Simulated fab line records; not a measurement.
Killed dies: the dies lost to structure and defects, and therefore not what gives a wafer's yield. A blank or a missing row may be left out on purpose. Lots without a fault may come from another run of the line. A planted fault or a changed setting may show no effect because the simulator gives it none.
Struck lot and sound lot, side by side	flow nand harc	15 steps out of a route of 1302
Sound: these wafers, L632.2, L632.3, L632.5. Struck: wafer L625.3 (L625.1, L625.2, from the same lot, were not struck and are left out); the cause is given at the end.
Order at every step that has rows: each side's tool, ch and its chambers, its first start. Under that, the readings that differ: sound wafers	struck wafers	difference of the means	sigmas: that difference in standard deviations of wafers without a fault.
alike: same words and numbers on both sides, and readings whose means sit less than 2 such deviations apart. not compared: any withheld reading, any reading some wafer has no value for, any bound like >300 that may hide the same value, and any number with overlapping values for which the record gives no deviation.
Wherever a step has rows on one side only, a row that says differs or no value, or a row with sigmas, the two part there. When numbers do not overlap yet have no deviation, they are printed without sigmas and do not part them. Lack of a reading on every wafer of one side parts them only where that side has two or more wafers.

NHARC_A_DECK1_JOINT_CMP_02: polishes SiOx.
  sound on cmp-01 ch 0,1,2, day 19 21:13; struck on cmp-02 ch 1, day 16 20:07
reading	sound	struck	difference	sigmas
motor current A (A)	11.9 9.5 12.0	14.1	+3.0	+2
  not compared: pad life wafers
next, for these wafers, 1 step has no rows: NHARC_A_DECK1_JOINT_SRD_15.
NHARC_A_DECK1_JOINT_DEP_16: deposits SiO2, target thk 45 nm.
  sound on pecvd-03 ch 0,1,2, day 19 21:38; struck on pecvd-03 ch 0, day 16 20:29
reading	sound	struck	difference	sigmas
heater power w (W)	564 648 402	335	-203	-2
  alike: mfc precursor sccm, throttle valve pct
NHARC_A_DECK1_JOINT_THK_MEAS_17: measures by ellipsometry.
  sound: film metro-01 at day 19 21:53; struck: film metro-01 at day 16 20:46
  alike: thk nm
NHARC_A_DECK1_JOINT_INSPECT_05:
  sound: defect inspect-02 at day 19 21:55; struck: defect inspect-02 at day 16 20:48
  alike: raw defect count
then, no rows for these wafers at 1 step: NHARC_A_ONON_D2_DEP_00 (target thk 1000 nm).
NHARC_A_ONON_D2_THK_MEAS_02: measures by ellipsometry.
  sound: film metro-01 at day 19 22:29; struck: film metro-01 at day 16 21:22
  alike: thk nm
then, no rows for these wafers at 1 step: NHARC_A_ONON_D2_DEP_03 (target thk 1000 nm).
NHARC_A_ONON_D2_THK_MEAS_05: measures by ellipsometry.
  sound: film metro-01 at day 19 23:11; struck: film metro-01 at day 16 21:56
  alike: thk nm
then, no rows for these wafers at 1 step: NHARC_A_ONON_D2_DEP_06 (target thk 1000 nm).
NHARC_A_ONON_D2_THK_MEAS_08: measures by ellipsometry.
  sound: film metro-01 at day 19 23:53; struck: film metro-01 at day 16 22:31
  alike: thk nm
NHARC_A_ONON_D2_DEP_09: target thk 1000 nm.
  sound on pecvd onon-03 ch 0, day 20 00:08; struck on pecvd onon-03 ch 0, day 16 22:34
  alike: sih4 flow sccm
NHARC_A_ONON_D2_THK_MEAS_11: measures by ellipsometry.
  sound: film metro-01 at day 20 00:35; struck: film metro-01 at day 16 23:05
reading	sound	struck	difference	sigmas
thk nm (nm)	1009 1009 1009	598	-411	-47
then, no rows for these wafers at 1 step: NHARC_A_ONON_D2_DEP_12 (target thk 1000 nm).
-- record jumps: 12 days between struck wafers' starts before vs after; left off in module A_ONON_D2, resumes in module END, first step shown is number 1302 of the route --
NHARC_END_SORT_01:
  only the struck wafers appear in the record here, on prober-01 ch 0 at day 28 21:14; the sound ones have no rows

WHERE THEY PART
At NHARC_A_DECK1_JOINT_CMP_02 first; at NHARC_END_SORT_01 last (within this record only).

WHY: what had been put in by the simulator
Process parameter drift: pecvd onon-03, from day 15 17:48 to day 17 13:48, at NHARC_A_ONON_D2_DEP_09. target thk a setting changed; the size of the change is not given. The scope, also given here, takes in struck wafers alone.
